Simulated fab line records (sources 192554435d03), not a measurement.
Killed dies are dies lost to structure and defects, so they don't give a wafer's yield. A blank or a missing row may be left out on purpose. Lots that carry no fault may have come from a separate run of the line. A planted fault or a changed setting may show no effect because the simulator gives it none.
Split-lot experiment / flow n5_finfet / 7 lots, 21 wafers read, on a route of 1938 steps

ABOUT THE SPLIT
At N5_MIM_BOT_ETCH_ETCH_04 (etches SiNx in CF4/O2, target depth 26 nm, time 13 s), the setting time_s was moved away from the recipe's 13 s on 5 of the 21 wafers read, by -9.7% to +16.4%. For the rest of the wafers, this setting stayed at what the recipe calls for.

The reading is taken at the split's own step.

THE READING
etch.depth_nm (the simulator's own value, which no gauge read), in nm, at N5_MIM_BOT_ETCH_ETCH_04 (etches SiNx in CF4/O2, target depth 26 nm, time 13 s). The file gives no usual value for it. Across the 16 wafers here that went through the recipe, the average is 26.09 nm and the standard deviation 0.46 nm.

wafer=L077.2; tool, chamber at the split=rie_diel-04, 1; time_s as run, s=13; against the recipe=recipe; etch.depth_nm, nm=25.3; against lot-mates on the recipe=-
wafer=L077.3; tool, chamber at the split=rie_diel-04, 0; time_s as run, s=13; against the recipe=recipe; etch.depth_nm, nm=26.29; against lot-mates on the recipe=-
wafer=L077.6; tool, chamber at the split=rie_diel-04, 0; time_s as run, s=13; against the recipe=recipe; etch.depth_nm, nm=26.52; against lot-mates on the recipe=-
wafer=L075.2; tool, chamber at the split=rie_diel-01, 3; time_s as run, s=13; against the recipe=recipe; etch.depth_nm, nm=26.02; against lot-mates on the recipe=-
wafer=L075.4; tool, chamber at the split=rie_diel-01, 0; time_s as run, s=13; against the recipe=recipe; etch.depth_nm, nm=26.74; against lot-mates on the recipe=-
wafer=L075.6; tool, chamber at the split=rie_diel-01, 1; time_s as run, s=13; against the recipe=recipe; etch.depth_nm, nm=26.05; against lot-mates on the recipe=-
wafer=L085.3; tool, chamber at the split=rie_diel-04, 0; time_s as run, s=13; against the recipe=recipe; etch.depth_nm, nm=26.9; against lot-mates on the recipe=-
wafer=L085.4; tool, chamber at the split=rie_diel-04, 1; time_s as run, s=13; against the recipe=recipe; etch.depth_nm, nm=26.32; against lot-mates on the recipe=-
wafer=L085.6; tool, chamber at the split=rie_diel-04, 0; time_s as run, s=13; against the recipe=recipe; etch.depth_nm, nm=26.49; against lot-mates on the recipe=-
wafer=L087.2; tool, chamber at the split=rie_diel-06, 2; time_s as run, s=15.13; against the recipe=+16.4%; etch.depth_nm, nm=30.18; against lot-mates on the recipe=+4.25
wafer=L087.3; tool, chamber at the split=rie_diel-06, 0; time_s as run, s=13; against the recipe=recipe; etch.depth_nm, nm=25.67; against lot-mates on the recipe=-
wafer=L087.6; tool, chamber at the split=rie_diel-06, 2; time_s as run, s=13; against the recipe=recipe; etch.depth_nm, nm=26.19; against lot-mates on the recipe=-
wafer=L090.2; tool, chamber at the split=rie_diel-04, 2; time_s as run, s=13; against the recipe=recipe; etch.depth_nm, nm=25.88; against lot-mates on the recipe=-
wafer=L090.5; tool, chamber at the split=rie_diel-04, 0; time_s as run, s=13; against the recipe=recipe; etch.depth_nm, nm=26.33; against lot-mates on the recipe=-
wafer=L090.6; tool, chamber at the split=rie_diel-04, 2; time_s as run, s=15.06; against the recipe=+15.8%; etch.depth_nm, nm=29.97; against lot-mates on the recipe=+3.87
wafer=L094.2; tool, chamber at the split=rie_diel-06, 0; time_s as run, s=14.42; against the recipe=+10.9%; etch.depth_nm, nm=28.37; against lot-mates on the recipe=+2.66
wafer=L094.3; tool, chamber at the split=rie_diel-06, 1; time_s as run, s=14.42; against the recipe=+10.9%; etch.depth_nm, nm=29.65; against lot-mates on the recipe=+3.94
wafer=L094.6; tool, chamber at the split=rie_diel-06, 0; time_s as run, s=13; against the recipe=recipe; etch.depth_nm, nm=25.71; against lot-mates on the recipe=-
wafer=L096.1; tool, chamber at the split=rie_diel-06, 2; time_s as run, s=11.74; against the recipe=-9.7%; etch.depth_nm, nm=22.91; against lot-mates on the recipe=-2.61
wafer=L096.2; tool, chamber at the split=rie_diel-06, 0; time_s as run, s=13; against the recipe=recipe; etch.depth_nm, nm=25.72; against lot-mates on the recipe=-
wafer=L096.4; tool, chamber at the split=rie_diel-06, 3; time_s as run, s=13; against the recipe=recipe; etch.depth_nm, nm=25.31; against lot-mates on the recipe=-

FIT RESULTS
A straight line over all 21 wafers: etch.depth_nm changes by +0.265 nm for each +1% of time_s; r = +0.96; the points scatter about the line by 0.49 nm.
The same after taking each lot's own level away (the mean of its wafers on the recipe; 21 wafers): +0.267 nm for each +1%; r = +0.97; scatter 0.39 nm.
The reading moves by 4.4 nm for the largest change in time_s, on that fit.
The span of the lots' own levels, 25.515 to 26.570 nm, comes to 2.3 times the standard deviation stated above.
The two slopes are in agreement: the lot-to-lot level therefore moves the slope only a little.
Check: +4.45 nm against its lot-mates is what the line predicts for one of the wafers moved furthest among these (+16.4%) when that wafer is left out of the fit. Against them it came out at +4.25 nm.

OTHER SPLITS ON THESE WAFERS
Other splits were also applied to these wafers ahead of the reading. Each is held against what the fit with the lots' levels taken away leaves over:
other split on the same wafers=N5_BEOL_M14_ILD_DEP_00 time_s; wafers away from the commonest value=7; r with etch.depth_nm (lot level and that fit taken away)=+0.28
other split on the same wafers=N5_BEOL_M14_TRENCH_ETCH_34 bias_w; wafers away from the commonest value=4; r with etch.depth_nm (lot level and that fit taken away)=-0.09
other split on the same wafers=N5_BEOL_M15_PEB_26 peb_time_s; wafers away from the commonest value=5; r with etch.depth_nm (lot level and that fit taken away)=+0.46
other split on the same wafers=N5_BEOL_M15_TRENCH_ETCH_34 bias_w; wafers away from the commonest value=8; r with etch.depth_nm (lot level and that fit taken away)=+0.30

FILE'S OWN FIT
etch.depth_nm changes by +0.262 nm for each +1% of time_s, r = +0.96.
